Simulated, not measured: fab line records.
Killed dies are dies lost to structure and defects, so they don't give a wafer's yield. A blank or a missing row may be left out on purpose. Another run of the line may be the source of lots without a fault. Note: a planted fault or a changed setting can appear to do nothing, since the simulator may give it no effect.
fab line records ; flow nand_harc ; part 2 of 2: steps 30 to 35 of 35
record: lots: 5; wafers: 15; last_day: 31
route steps=1302 shown A_STAIRCASE@797
lots untouched by any fault: they come from a run of this same line in which no faults occurred
start_h: hours from the record's opening day to when the first of the lot's shown wafers began ; wait_h: hours elapsed since this lot's preceding step ; " repeats the value in the row above ; L1.1+2: several wafers, shown together as one row ; - no value present, or no start provided ; * or withheld: withheld ; < > ~ a bound
route shown NAME@n: names a module that has steps shown in the file, with the first one's number in the route ; usual: mean/standard deviation of fault-free wafers ; same: alike in all rows ; chamber/n: place in a boat ; sites: each site's reading ; _std_site: how widely they spread, as a standard deviation ; _edge_site: the outer-site mean with the inner-site mean subtracted ; radius_mm: for every site, how far away it sits from the centre of the wafer ; mask NAME#n: copy n ; behind: tool/chamber where the wafer was last shaped ; hold: cause of the lot's hold/its duration in hours/its outcome ; device: transistor that didn't switch, given as n, p or np ; end of line: the route-end tests of the same wafers ; a step without rows: its recipe alone ; killed: dies lost to structure and defects at the first sort, not the wafer's yield ; map: shows each die of a wafer: x if killed, . if not, _ if none is there
set.NAME: the run value of the setting; set.NAME@STEP: its run value at that earlier step ; model.NAME: the simulator's own value behind a step, which no gauge read
lots at some steps of the route; a table a step, a row a wafer
services: when a tool's chamber went out of use (start_h, in hours from the record's first day, below 0 if earlier), for how many hours, and the reason
== steps ==
step: NHARC_A_STAIRCASE_HARDBAKE_311
recipe: temp_c: 120; time_s: 140
lot.wafer;tool;chamber;start_h;wait_h
L081.2+3+4;litho_track-02;0;453.44;-
L085.2+5+6;litho_track-02;0;496.25;-
L087.1+2+3;litho_track-05;0;511.99;-
L089.1+3+5;litho_track-05;0;552.76;-
L091.3+4+5;litho_track-05;0;558.01;-
step: NHARC_A_STAIRCASE_DESCUM_312
recipe: time_s: 3; o2_flow_sccm: 200; ar_flow_sccm: 0; bias_power_w: 0; chemistry: O2
usual: drypump_motor_current_A: 5.4/0.47; oes_product_au: 0.999/0.01; rf_vpp_V: 57.8/0.85; showerhead_plenum_p_Torr: 1.95/0.066; throttle_valve_pct: 11.309/0.01
lot.wafer;tool;chamber;start_h;wait_h;drypump_motor_current_A;oes_product_au;rf_hours_counter_h;rf_vpp_V;showerhead_plenum_p_Torr;throttle_valve_pct
L081.4;rie_diel-02;3;453.52;-;5.1;0.999;20;57.6;1.84;11.300
L081.2;rie_diel-02;0;453.52;-;4.9;0.988;14;57.4;1.99;11.304
L081.3;rie_diel-02;1;453.52;-;6.1;0.987;17;58.1;2.03;11.315
L085.2;rie_diel-05;1;496.36;-;4.7;0.971;22;56.9;1.89;11.318
L085.5;rie_diel-05;2;496.36;-;5.9;0.994;-;58.7;1.92;11.318
L085.6;rie_diel-05;3;496.36;-;5.7;0.984;-;57.9;1.94;11.304
L087.1;rie_diel-08;3;512.08;-;5.9;1.008;44;57.9;1.91;11.306
L087.3;rie_diel-08;1;512.08;-;5.7;1.005;35;58.8;2.07;11.313
L087.2;rie_diel-08;2;512.08;-;5.0;1.028;39;57.4;1.93;11.317
L089.3;rie_diel-05;0;552.86;-;4.6;1.000;34;57.5;2.03;11.305
L089.1;rie_diel-05;2;552.86;-;5.9;1.002;44;59.2;1.91;11.315
L089.5;rie_diel-05;0;552.86;-;4.6;1.004;-;57.3;2.03;11.319
L091.4;rie_diel-02;3;558.09;-;5.1;1.012;48;56.3;1.83;11.317
L091.3;rie_diel-02;2;558.09;-;5.7;1.013;54;57.7;1.91;11.280
L091.5;rie_diel-02;3;558.09;-;5.1;1.004;-;59.7;1.83;11.314
step: NHARC_A_STAIRCASE_ETCH_313
recipe: cf4_flow_sccm: 100; chf3_flow_sccm: 30; ar_flow_sccm: 0; rf_w: 500; bias_w: 200; chemistry: CF4/CHF3
usual: drypump_motor_current_A: 5.4/0.47; oes_product_au: 0.933/0.021; rf_vpp_V: 371.5/1.9; showerhead_plenum_p_Torr: 1.60/0.051; throttle_valve_pct: 16.803/0.0082
lot.wafer;tool;chamber;start_h;wait_h;drypump_motor_current_A;oes_product_au;rf_hours_counter_h;rf_vpp_V;showerhead_plenum_p_Torr;throttle_valve_pct
L081.3;rie_diel-02;0;453.61;0.1;4.9;0.913;14;373.0;1.63;16.807
L081.2;rie_diel-02;1;453.61;0.1;6.0;0.904;17;374.3;1.66;16.783
L081.4;rie_diel-02;3;453.61;0.1;5.1;0.928;20;367.0;1.51;16.783
L085.2;rie_diel-05;2;496.42;0.1;5.9;0.937;23;371.3;1.58;16.803
L085.5;rie_diel-05;2;496.42;0.1;5.9;0.917;-;370.2;1.58;16.804
L085.6;rie_diel-05;3;496.42;0.1;5.7;0.917;-;372.0;1.60;16.810
L087.1;rie_diel-08;0;512.17;0.1;5.2;0.922;40;370.1;1.56;16.785
L087.2;rie_diel-08;1;512.17;0.1;5.7;0.922;35;374.0;1.69;16.799
L087.3;rie_diel-08;2;512.17;0.1;5.0;0.943;39;372.0;1.59;16.790
L089.1;rie_diel-05;2;552.94;0.1;5.9;0.953;44;369.8;1.57;16.804
L089.3;rie_diel-05;1;552.94;0.1;4.7;0.961;43;371.2;1.55;16.806
L089.5;rie_diel-05;2;552.94;0.1;5.9;0.967;-;370.8;1.57;16.809
L091.4;rie_diel-02;0;558.18;0.1;4.9;0.918;53;373.3;1.62;16.805
L091.3;rie_diel-02;3;558.18;0.1;5.1;0.930;48;368.7;1.51;16.816
L091.5;rie_diel-02;0;558.18;0.1;4.9;0.904;-;371.2;1.62;16.799
step: NHARC_A_STAIRCASE_HM_OPEN_463
recipe: o2_flow_sccm: 400; cos_flow_sccm: 20; ar_flow_sccm: 0; rf_w: 500; bias_w: 300; chemistry: O2/COS
usual: drypump_motor_current_A: 5.4/0.46; oes_product_au: 0.999/0.011; rf_vpp_V: 468.2/2.2; showerhead_plenum_p_Torr: 3.17/0.097; throttle_valve_pct: 28.329/0.0088
lot.wafer;tool;chamber;start_h;wait_h;drypump_motor_current_A;oes_product_au;rf_hours_counter_h;rf_vpp_V;showerhead_plenum_p_Torr;throttle_valve_pct
L081.2;rie_diel-02;1;-;-;6.1;0.979;17;470.0;3.30;28.326
L081.3;rie_diel-02;2;-;-;5.7;0.998;19;467.3;3.14;28.317
L081.4;rie_diel-02;0;-;-;4.9;0.990;14;469.5;3.24;28.337
L085.2;rie_diel-05;1;-;-;4.7;0.991;22;466.5;3.08;28.330
L085.6;rie_diel-05;0;-;-;4.7;0.996;-;471.4;3.31;28.332
L085.5;rie_diel-05;1;-;-;4.7;0.984;-;466.1;3.08;28.335
L087.2;rie_diel-08;3;-;-;5.9;0.994;44;467.0;3.11;28.348
L087.3;rie_diel-08;0;-;-;5.3;0.998;40;465.9;3.09;28.321
L087.1;rie_diel-08;1;-;-;5.7;0.982;35;473.1;3.35;28.328
L089.3;rie_diel-05;2;-;-;5.9;0.995;45;466.6;3.12;28.340
L089.1;rie_diel-05;3;-;-;5.8;0.990;39;467.1;3.16;28.341
L089.5;rie_diel-05;3;-;-;5.8;0.986;-;467.4;3.16;28.334
L091.3;rie_diel-02;0;-;-;4.9;0.994;53;469.2;3.22;28.323
L091.4;rie_diel-02;1;-;-;6.2;0.977;55;470.3;3.28;28.320
L091.5;rie_diel-02;0;-;-;4.9;0.994;-;469.7;3.22;28.331
step: NHARC_A_STAIRCASE_STRIP_464
recipe: o2_flow_sccm: 400; cos_flow_sccm: 20; ar_flow_sccm: 0; bias_w: 0; chemistry: O2/COS
lot.wafer;tool;chamber;start_h;wait_h
L081.4+2+3;rie_diel-02;0,1,2;-;-
L085.2+5+6;rie_diel-05;2,1,2;-;-
L087.2+1+3;rie_diel-08;3,0,1;-;-
L089.3+1+5;rie_diel-05;1,0,2;-;-
L091.3+4+5;rie_diel-02;3,2,3;-;-
step: NHARC_A_STAIRCASE_ETCH_453
recipe: target_depth_a: 300; overetch_a: 30; time_s: 16.5; ion_energy_ev: 100; cf4_flow_sccm: 80; o2_flow_sccm: 20; ar_flow_sccm: 0; rf_w: 300; bias_w: 100; chemistry: CF4/O2
usual: drypump_motor_current_A: 5.4/0.48; oes_o_777_au: 1.000/0.0045; oes_product_au: 0.998/0.0098; rf_vpp_V: 198.3/1.2; showerhead_plenum_p_Torr: 1.36/0.042; throttle_valve_pct: 13.397/0.0093
lot.wafer;tool;chamber;start_h;wait_h;drypump_motor_current_A;oes_o_777_au;oes_product_au;rf_hours_counter_h;rf_vpp_V;showerhead_plenum_p_Torr;throttle_valve_pct
L081.3;rie_diel-02;1;-;-;6.1;0.998;0.976;17;200.3;1.41;13.415
L081.2;rie_diel-02;2;-;-;5.7;1.000;0.993;19;196.7;1.34;13.393
L081.4;rie_diel-02;3;-;-;5.1;1.003;1.003;20;196.2;1.28;13.406
L085.2;rie_diel-05;2;-;-;5.9;1.000;1.003;23;196.6;1.34;13.394
L085.5;rie_diel-05;3;-;-;5.8;1.001;0.994;-;198.2;1.35;13.383
L085.6;rie_diel-05;0;-;-;4.6;0.993;0.996;-;199.5;1.42;13.401
L087.1;rie_diel-08;2;-;-;5.0;0.999;1.013;39;198.0;1.35;13.387
L087.3;rie_diel-08;3;-;-;5.9;1.002;1.002;44;197.2;1.33;13.400
L087.2;rie_diel-08;1;-;-;5.7;1.006;0.990;35;199.3;1.44;13.391
L089.3;rie_diel-05;1;-;-;4.7;0.996;0.993;43;197.9;1.31;13.396
L089.1;rie_diel-05;2;-;-;5.9;0.994;1.008;45;199.3;1.33;13.388
L089.5;rie_diel-05;3;-;-;5.7;1.009;0.998;-;197.4;1.35;13.402
L091.4;rie_diel-02;1;-;-;6.1;0.999;0.979;55;200.8;1.41;13.397
L091.3;rie_diel-02;3;-;-;5.1;1.009;1.001;49;196.7;1.28;13.410
L091.5;rie_diel-02;0;-;-;4.9;1.007;0.983;-;198.6;1.38;13.410
== services ==
tool;chamber;start_h;hours;kind
acl_dep-02;-;423.29;13.0;pm
wet_bench-05;-;425.29;8.8;repair
litho_track-07;-;426.00;7.0;pm
krf_scanner-01;-;431.73;0.3;repair
rie_diel-05;-;431.97;0.5;repair
rie_diel-05;0;435.57;3.9;repair
wet_bench-05;-;436.83;8.0;pm
litho_track-05;-;474.00;7.0;pm
rie_diel-02;3;474.51;10.8;repair
pecvd-02;-;479.93;1.5;repair
acl_dep-03;-;481.61;13.0;pm
krf_scanner-01;-;484.00;4.0;pm
krf_scanner-03;-;492.19;0.2;repair
rie_diel-02;3;494.57;6.8;repair
rie_diel-05;3;497.36;12.1;repair
rie_diel-05;0;502.32;10.3;repair
pecvd-02;2;510.30;6.1;repair
krf_scanner-04;-;526.00;4.0;pm
wet_bench-05;-;535.33;2.5;repair
krf_scanner-03;-;543.11;4.5;repair
pecvd-03;-;547.29;13.0;pm
rie_diel-08;-;547.36;9.0;pm
rie_diel-02;-;553.86;0.2;repair
acl_dep-01;-;554.55;13.0;pm
